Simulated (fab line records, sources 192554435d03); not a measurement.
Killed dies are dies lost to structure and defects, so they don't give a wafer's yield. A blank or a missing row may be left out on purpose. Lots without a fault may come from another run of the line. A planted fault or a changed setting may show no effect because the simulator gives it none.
Which tool did it? | flow n5_finfet | 10 lots, 26 wafers sampled, at 6 steps of a route of 1938

WHAT THE GAUGES READ, wafer by wafer
N5_FIN_SAQP_OCD_MEAS_76. Usual: trench_depth_nm 119.7 nm, standard deviation 2.8.
lot  | measured    | on     | trench_depth_nm (nm) | flag
L115 | day 2 08:13 | ocd-01 | 117.2 119.6 119.7    |
L117 | day 2 20:26 | ocd-01 | 117.2 116.4 125.8    |
L118 | day 3 03:34 | ocd-01 | 120.4 118.3 122.7    |
L120 | day 3 14:14 | ocd-02 | 123.8 118.2 119.8    |
L124 | day 4 14:50 | ocd-01 | 181.3 183.7          | OFF
L127 | day 5 14:54 | ocd-01 | 184.0 116.8          | OFF
L128 | day 5 18:19 | ocd-01 | 117.4 117.5 122.3    |
L133 | day 6 20:17 | ocd-02 | 117.6 127.7          |
L136 | day 7 15:35 | ocd-01 | 117.1 116.9 116.1    |
L137 | day 7 21:04 | ocd-02 | 119.3 122.8          |

N5_BEOL_M4_RC_MEAS_101. Usual: DIBL_N 36.9 mV/V, standard deviation 2.1; DIBL_P 37.1 mV/V, standard deviation 2.5; IOFF_N 0.17 nA/um, standard deviation 0.039; IOFF_P 0.23 nA/um, standard deviation 0.043; ION_N 673 uA/um, standard deviation 15; ION_P 462 uA/um, standard deviation 9.1; SS_N 71.8 mV/dec, standard deviation 0.69; SS_P 73.6 mV/dec, standard deviation 0.74; VT_N 250 mV, standard deviation 3.6; VT_P -249.7 mV, standard deviation 2.9.
lot  | measured     | on        | DIBL_N (mV/V)  | DIBL_P (mV/V)  | IOFF_N (nA/um) | IOFF_P (nA/um) | ION_N (uA/um) | ION_P (uA/um) | SS_N (mV/dec)  | SS_P (mV/dec)  | VT_N (mV)   | VT_P (mV)            | flag
L115 | day 8 09:50  | prober-02 | 35.1 36.0 34.3 | 37.0 36.9 35.4 | 0.16 0.15 0.14 | 0.24 0.23 0.20 | 691 666 674   | 474 459 464   | 71.2 71.7 71.2 | 74.0 73.6 73.3 | 251 253 249 | -247.6 -248.0 -248.0 |
L117 | day 8 12:47  | prober-01 | 33.5 35.6 35.8 | 33.0 35.0 35.6 | 0.12 0.15 0.14 | 0.17 0.19 0.19 | 677 665 667   | 465 453 452   | 70.8 71.1 70.7 | 72.1 72.9 73.2 | 254 249 251 | -252.8 -252.3 -250.6 |
L118 | day 9 05:56  | prober-02 | 35.4 34.6 37.6 | 35.1 34.5 37.6 | 0.14 0.14 0.18 | 0.20 0.19 0.22 | 662 659 683   | 456 451 469   | 71.9 72.0 72.3 | 74.4 73.8 74.3 | 255 254 251 | -251.6 -250.6 -250.2 |
L120 | day 9 06:20  | prober-01 | 35.2 38.6 39.4 | 34.9 38.4 39.8 | 0.13 0.20 0.21 | 0.19 0.26 0.27 | 657 673 680   | 453 462 467   | 71.6 71.9 71.9 | 72.6 73.9 73.5 | 254 250 245 | -252.9 -246.8 -245.6 |
L124 | day 10 14:08 | prober-02 | 34.0 36.0      | 33.9 36.3      | 0.12 0.16      | 0.19 0.23      | 658 679       | 467 476       | 71.5 71.5      | 73.7 73.2      | 258 249     | -253.2 -251.0        |
L127 | day 11 10:51 | prober-01 | 34.8 37.2      | 34.9 37.6      | 0.12 0.15      | 0.19 0.23      | 663 675       | 459 472       | 71.7 71.5      | 73.2 73.6      | 257 254     | -255.5 -250.4        |
L128 | day 11 17:58 | prober-01 | 38.0 36.4 38.3 | 37.7 35.8 39.0 | 0.16 0.13 0.18 | 0.23 0.19 0.26 | 663 664 683   | 456 461 469   | 71.7 70.7 71.3 | 73.1 73.1 74.0 | 253 257 250 | -248.8 -252.7 -245.5 |
L133 | day 12 20:08 | prober-01 | 40.9 39.5      | 43.4 40.8      | 0.28 0.22      | 0.34 0.28      | 707 682       | 486 456       | 74.2 73.1      | 75.1 75.3      | 243 244     | -244.5 -247.6        |
L136 | day 13 14:06 | prober-02 | 37.3 33.3 37.4 | 35.9 32.1 37.0 | 0.17 0.11 0.19 | 0.21 0.15 0.23 | 681 664 700   | 462 455 474   | 72.1 70.4 71.9 | 73.4 72.4 73.5 | 248 254 245 | -250.6 -254.1 -250.7 |
L137 | day 13 14:38 | prober-01 | 34.0 39.7      | 35.0 42.6      | 0.15 0.27      | 0.20 0.35      | 686 712       | 473 485       | 71.6 73.2      | 73.2 75.6      | 247 242     | -249.2 -245.4        |

WHICH TOOL RAN EACH LOT (tool, then ch and the chambers of the sampled wafers, then the start)
lot  | N5_FIN_SAQP_RECESS_75             | N5_FIN_SAQP_ETCH_34               | N5_FIN_SAQP_ETCH_64             | N5_FIN_SAQP_FIN_ETCH_36
L115 | vapor_etch-02 ch 0,1, day 2 04:31 | rie_diel-06 ch 1,2, day 2 07:46   | rie_si-03 ch 1,2,3, day 2 07:58 | rie_si-03 ch 1,2,3, day 2 07:59
L117 | vapor_etch-02 ch 0, day 2 16:56   | rie_diel-03 ch 1,2, day 2 20:01   | rie_si-05 ch 0,1,2, day 2 20:12 | rie_si-05 ch 0,1,2, day 2 20:13
L118 | vapor_etch-01 ch 0,1, day 2 22:59 | rie_diel-05 ch 1,2,3, day 3 03:08 | rie_si-01 ch 1,2,3, day 3 03:20 | rie_si-01 ch 1,2,3, day 3 03:21
L120 | vapor_etch-01 ch 0,1, day 3 10:46 | rie_diel-03 ch 0,1, day 3 13:48   | rie_si-01 ch 0,1,2, day 3 13:59 | rie_si-01 ch 0,1,2, day 3 14:01
L124 | vapor_etch-02 ch 1, day 4 11:05   | rie_diel-05 ch 1,2, day 4 14:24   | rie_si-03 ch 1,2, day 4 14:36   | rie_si-03 ch 1,2, day 4 14:37
L127 | vapor_etch-02 ch 0,1, day 5 08:17 | rie_diel-05 ch 1,3, day 5 14:25   | rie_si-03 ch 2,3, day 5 14:37   | rie_si-03 ch 2,3, day 5 14:38
L128 | vapor_etch-01 ch 0,1, day 5 11:59 | rie_diel-05 ch 1,2, day 5 17:52   | rie_si-01 ch 1,2, day 5 18:04   | rie_si-01 ch 1,2, day 5 18:05
L133 | vapor_etch-02 ch 0,1, day 6 16:38 | rie_diel-05 ch 0,2, day 6 19:50   | rie_si-05 ch 0,1, day 6 20:02   | rie_si-05 ch 0,1, day 6 20:04
L136 | vapor_etch-01 ch 1, day 7 11:56   | rie_diel-03 ch 1,2,3, day 7 15:09 | rie_si-05 ch 1,2, day 7 15:21   | rie_si-05 ch 1,2, day 7 15:22
L137 | vapor_etch-02 ch 0,1, day 7 17:19 | rie_diel-03 ch 1,3, day 7 20:37   | rie_si-03 ch 0,2, day 7 20:49   | rie_si-03 ch 0,2, day 7 20:50
- N5_FIN_SAQP_RECESS_75: chemistry HF/NH3, target SiO2, target depth 14.4 nm, afs cycles 3, sublimation time 60 s.
- N5_FIN_SAQP_ETCH_34: etches SiO2 in C4F6/O2, target depth 45 nm, time 15 s.
- N5_FIN_SAQP_ETCH_64: etches SiO2 in CF4, target depth 1.5 nm.
- N5_FIN_SAQP_FIN_ETCH_36: etches the open film in HBr/Cl2/O2, target depth 120 nm, time 50.4 s.

WHAT THE TOOLS THEMSELVES READ (means of the sampled wafers that have a number; where no wafer has one, the mark that the record gives instead)
N5_FIN_SAQP_RECESS_75. Usual: drypump_motor_current_A 5.7 A, standard deviation 0.31; sublimation_temp_c 179.98 C, standard deviation 0.17.
lot  | tool          | drypump_motor_current_A (A) | sublimation_temp_c (C) | flag
L115 | vapor_etch-02 | 5.5                         | 179.97                 |
L117 | vapor_etch-02 | 5.3                         | 179.95                 |
L118 | vapor_etch-01 | 5.7                         | 179.86                 |
L120 | vapor_etch-01 | 5.8                         | 179.90                 |
L124 | vapor_etch-02 | 6.0                         | 179.99                 |
L127 | vapor_etch-02 | 5.6                         | 179.91                 |
L128 | vapor_etch-01 | 5.8                         | 180.04                 |
L133 | vapor_etch-02 | 5.6                         | 179.94                 |
L136 | vapor_etch-01 | 5.9                         | 180.19                 |
L137 | vapor_etch-02 | 5.6                         | 180.05                 |

N5_FIN_SAQP_ETCH_34. Usual: C4F6_flow_sccm 9.999 sccm, standard deviation 0.029; drypump_motor_current_A 5.6 A, standard deviation 0.47; etch_rf_on_time_s 15.1 s, standard deviation 0.32; oes_product_au 0.66 a.u., standard deviation 0.093; rf_vpp_V 668 V, standard deviation 15; showerhead_plenum_p_Torr 2.86 Torr, standard deviation 0.066; throttle_valve_pct 21.15 %, standard deviation 0.22.
lot  | tool        | C4F6_flow_sccm (sccm) | drypump_motor_current_A (A) | etch_rf_on_time_s (s) | oes_product_au (a.u.) | rf_vpp_V (V) | showerhead_plenum_p_Torr (Torr) | throttle_valve_pct (%) | flag
L115 | rie_diel-06 | 9.999                 | 5.5                         | 15.1                  | 0.61                  | 657          | 2.83                            | 21.33                  |
L117 | rie_diel-03 | 9.971                 | 5.8                         | 15.2                  | 0.59                  | 676          | 2.88                            | 21.13                  |
L118 | rie_diel-05 | 10.031                | 5.3                         | 15.1                  | 0.63                  | 661          | 2.83                            | 21.14                  |
L120 | rie_diel-03 | 10.018                | 6.2                         | 15.2                  | 0.59                  | 676          | 2.82                            | 21.43                  |
L124 | rie_diel-05 | 9.950                 | 4.9                         | 14.9                  | 0.74                  | 660          | 2.82                            | 20.96                  |
L127 | rie_diel-05 | 10.020                | 5.6                         | 15.6                  | 0.70                  | 676          | 2.86                            | 20.99                  |
L128 | rie_diel-05 | 10.042                | 4.9                         | 15.0                  | 0.69                  | 652          | 2.79                            | 21.03                  |
L133 | rie_diel-05 | 9.966                 | 5.4                         | 14.6                  | 0.71                  | 645          | 2.76                            | 21.18                  |
L136 | rie_diel-03 | 9.983                 | 5.7                         | 14.8                  | 0.74                  | 675          | 2.85                            | 20.95                  |
L137 | rie_diel-03 | 9.979                 | 5.7                         | 14.8                  | 0.70                  | 672          | 2.83                            | 21.02                  |

N5_FIN_SAQP_ETCH_64. Usual: drypump_motor_current_A 5.7 A, standard deviation 0.51; oes_product_au 0.992 a.u., standard deviation 0.017; throttle_valve_pct 21.74 %, standard deviation 0.21.
lot  | tool      | drypump_motor_current_A (A) | oes_product_au (a.u.) | throttle_valve_pct (%) | flag
L115 | rie_si-03 | 6.0                         | 0.988                 | 21.66                  |
L117 | rie_si-05 | 6.1                         | 0.997                 | 21.78                  |
L118 | rie_si-01 | 5.4                         | 1.004                 | 21.76                  |
L120 | rie_si-01 | 5.6                         | 0.997                 | 21.61                  |
L124 | rie_si-03 | 6.0                         | 0.978                 | 21.79                  |
L127 | rie_si-03 | 5.8                         | 0.992                 | 21.59                  |
L128 | rie_si-01 | 5.5                         | 0.995                 | 21.53                  |
L133 | rie_si-05 | 6.3                         | 1.011                 | 21.70                  |
L136 | rie_si-05 | 5.9                         | 0.982                 | 21.83                  |
L137 | rie_si-03 | 5.2                         | 0.990                 | 21.83                  |

N5_FIN_SAQP_FIN_ETCH_36. Usual: drypump_motor_current_A 5.7 A, standard deviation 0.52; oes_product_au 0.997 a.u., standard deviation 0.016; throttle_valve_pct 36.0 %, standard deviation 0.34.
lot  | tool      | drypump_motor_current_A (A) | oes_product_au (a.u.) | throttle_valve_pct (%) | flag
L115 | rie_si-03 | 6.0                         | 1.000                 | 35.9                   |
L117 | rie_si-05 | 6.1                         | 0.999                 | 36.2                   |
L118 | rie_si-01 | 5.5                         | 1.000                 | 35.8                   |
L120 | rie_si-01 | 5.6                         | 1.003                 | 35.7                   |
L124 | rie_si-03 | 6.0                         | 1.356                 | 35.4                   | OFF
L127 | rie_si-03 | 5.8                         | 1.194                 | 35.5                   | OFF
L128 | rie_si-01 | 5.6                         | 0.994                 | 35.7                   |
L133 | rie_si-05 | 6.3                         | 1.010                 | 36.2                   |
L136 | rie_si-05 | 5.9                         | 0.995                 | 36.1                   |
L137 | rie_si-03 | 5.2                         | 1.002                 | 36.1                   |

THE ANSWER, worked out from the rows above alone
Rule: a lot is off if the mean of its wafers that have a number lies more than 3 standard deviations from the usual mean. A lot without any number at a reading at which 4 lots or more have one is off too. The other lots that the step has rows for count as sound. The gauges are gone through in route order, then the tools' own readings, and for those a lot's mean is taken as printed above. The first step at which some lot is off is used, and at that step the reading that is off furthest; a lot without a number counts as furthest.
Off: L124, L127, at N5_FIN_SAQP_OCD_MEAS_76 (trench_depth_nm).
A tool fits if, at a process step before that reading, it ran every lot that is off, and no sound lot after the first of them. The gauges at N5_FIN_SAQP_OCD_MEAS_76 aren't tried: what is off there is off at N5_FIN_SAQP_FIN_ETCH_36 too, on other tools, and a gauge's error can't cause that. None of those tried fits.

WHAT THE SIMULATOR HAD PUT IN
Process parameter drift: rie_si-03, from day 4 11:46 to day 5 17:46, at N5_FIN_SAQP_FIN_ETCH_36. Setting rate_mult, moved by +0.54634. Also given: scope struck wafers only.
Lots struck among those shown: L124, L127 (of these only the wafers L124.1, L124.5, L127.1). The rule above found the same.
